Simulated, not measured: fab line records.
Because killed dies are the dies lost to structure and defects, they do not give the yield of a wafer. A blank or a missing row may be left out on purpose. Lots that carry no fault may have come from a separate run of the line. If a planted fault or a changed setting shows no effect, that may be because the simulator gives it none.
A lot that was struck, set against a sound lot ; flow nand_harc ; 40 out of 1302 route steps
Sound: these wafers, L618.2, L618.5, L618.6. Wafers L630.1, L630.3, L630.4 were the ones struck. The cause comes at the end.
Each step with rows lists, per side, the tool, then ch with its chambers, then its first start. Under that, the readings that differ: sound wafers ; struck wafers ; difference of the means ; sigmas: that difference in standard deviations of wafers without a fault.
alike: words and numbers the same on both sides, and readings whose means are apart by under 2 such deviations; not compared: readings that were withheld, readings missing a value for some wafer, numbers with overlapping values and no deviation given by the record, and bounds like >300 which may hide the same value.
Wherever a step has rows on one side only, a row that says differs or no value, or a row with sigmas, the two part there. Non-overlapping numbers with no deviation appear without sigmas and do not part them. Lack of a reading on every wafer of one side parts them only where that side has two or more wafers.

first, 1 step without rows for these wafers: NHARC_P_M1_DEVELOP_08 (develop time 35 s).
NHARC_P_M1_CD_MEAS_09: the cd target is 130 nm.
  sound on cd_sem-02 ch 0, day 7 06:10; struck on cd_sem-03 ch 0, day 12 05:42
  alike: cd_nm
NHARC_P_M1_OVL_MEAS_10: pitch 260 nm.
  struck on overlay-02, day 12 05:47; sound on overlay-01, day 7 06:14
  alike: overlay_x_nm, overlay_y_nm
NHARC_P_M1_INSPECT_11:
  struck on defect_inspect-01, day 12 05:49; sound on defect_inspect-02, day 7 06:17
  alike: raw_defect_count
then, 2 steps without rows for these wafers: NHARC_P_M1_DESCUM_14 (chemistry O2, time 3 s); NHARC_P_M1_ETCH_35 (etches the open film in N2/H2, target depth 40 nm, overetch 12 nm, time 43.94 s).
NHARC_P_M1_ETCH_15: etches the open film in C4F8/Ar, target depth 182.5 nm, time 91.2 s.
  sound on rie_diel-03 ch 0,3; struck on rie_diel-09 ch 0,1,2
  alike: bias_w, oes_product_au, rf_vpp_V
  not compared: rf_hours_counter_h
NHARC_P_M1_CD_MEAS_16:
  struck on cd_sem-01, day 12 06:11; sound on cd_sem-03, day 7 06:38
  alike: cd_nm
then, 1 step without rows for these wafers: NHARC_P_M1_STRIP_18 (strips in N2/H2).
NHARC_P_M1_ETCH_28: etches the open film in CF4/N2, target depth 30 nm, time 72.99 s.
  sound on rie_diel-03 ch 0,1; struck on rie_diel-03 ch 0,2,3
reading;sound;struck;difference;sigmas
oes_product_au (a.u.);0.988 0.992 1.003;1.024 1.010 1.017;+0.023;+2
  alike: bias_w, drypump_motor_current_A, rf_vpp_V, showerhead_plenum_p_Torr, throttle_valve_pct
  not compared: rf_hours_counter_h
then, 1 step without rows for these wafers: NHARC_P_M1_STRIP_19 (strips in post etch residue remover, time 600 s).
NHARC_P_M1_DEGAS_29: time 60 s.
  struck on pvd_sputter-02, day 12 06:55; sound on pvd_sputter-01, day 7 07:25
  alike: heater_power_w
NHARC_P_M1_PRE_CLEAN_30: time 30 s.
  struck on pvd_sputter-02, day 12 06:58; sound on pvd_sputter-01, day 7 07:29
  alike: heater_power_w
then, 4 steps without rows for these wafers: NHARC_P_M1_PVD_20 (deposits TaN, target thk 5 nm, time 8.06 s); NHARC_P_M1_PVD_21 (deposits Cu, target thk 30 nm, time 20.49 s); NHARC_P_M1_ECD_22 (material Cu, target thk 400 nm); NHARC_P_M1_ANNEAL_31 (time 90 s).
NHARC_P_M1_CMP_23: polishes, t overpolish 20 s, target thk 157.82 nm.
  sound on cmp-03 ch 0,1, day 7 08:29; struck on cmp-02 ch 1,2,3, day 12 08:01
  alike: motor_current_A, slurry_flow_ml_min, time_to_endpoint_s
NHARC_P_M1_THK_MEAS_24: measures by xrf.
  struck on film_metro-01, day 12 08:18; sound on film_metro-02, day 7 08:49
  alike: thk_nm
then, 13 steps without rows for these wafers: NHARC_P_M1_SRD_25; NHARC_P_M1_PRE_CLEAN_32 (time 12 s); NHARC_P_M1_DEP_33 (deposits SiCN, target thk 30 nm); NHARC_P_M2_DEP_00 (deposits SiOC, target thk 182.5 nm); NHARC_P_M2_DEHYDRATE_01 (time 120 s); NHARC_P_M2_HMDS_02 (time 30 s); NHARC_P_M2_COAT_34 (time 65 s); NHARC_P_M2_COAT_03 (resist thk 90 nm); NHARC_P_M2_SOFTBAKE_04 (time 55 s); NHARC_P_M2_EBR_05; NHARC_P_M2_EXPOSE_06 (exposes mask P M2, target cd 170 nm); NHARC_P_M2_PEB_07 (peb time 65 s); NHARC_P_M2_DEVELOP_08 (develop time 35 s).
NHARC_P_M2_CD_MEAS_09: the cd target is 170 nm.
  sound on cd_sem-03 ch 0, day 7 10:22; struck on cd_sem-01 ch 0, day 12 09:58
  alike: cd_nm
NHARC_P_M2_OVL_MEAS_10: pitch 340 nm.
  struck on overlay-01, day 12 10:03; sound on overlay-01, day 7 10:27
  alike: overlay_x_nm, overlay_y_nm
then, 1 step without rows for these wafers: NHARC_P_M2_DESCUM_14 (chemistry O2, time 3 s).
NHARC_P_M2_ETCH_35: etches the open film in N2/H2, target depth 40 nm, overetch 12 nm, time 43.94 s.
  sound on rie_diel-12 ch 2,3, day 7 10:38; struck on rie_diel-02 ch 0,2,3, day 12 10:42
  alike: bias_w, drypump_motor_current_A, oes_product_au, rf_vpp_V, showerhead_plenum_p_Torr, throttle_valve_pct
  not compared: rf_hours_counter_h
then, 1 step without rows for these wafers: NHARC_P_M2_ETCH_15 (etches the open film in C4F8/Ar, target depth 182.5 nm, time 91.2 s).
NHARC_P_M2_CD_MEAS_16:
  struck on cd_sem-03, day 12 10:55; sound on cd_sem-03, day 7 10:52
  alike: cd_nm
then, 1 step without rows for these wafers: NHARC_P_M2_STRIP_18 (strips in N2/H2).
-- jump in the record: it breaks off in module P_M2 and resumes in module END (first step shown: number 1302 of the route), and 18 days separate the struck wafers' starts before and after --
NHARC_END_SORT_01:
  only the struck wafers appear in the record here, on prober-01 ch 0 at day 30 04:42; the sound ones have no rows

WHERE THEY PART
At NHARC_P_M1_ETCH_28 first; at NHARC_END_SORT_01 last (within this record only).

WHY: whatever the simulator had introduced
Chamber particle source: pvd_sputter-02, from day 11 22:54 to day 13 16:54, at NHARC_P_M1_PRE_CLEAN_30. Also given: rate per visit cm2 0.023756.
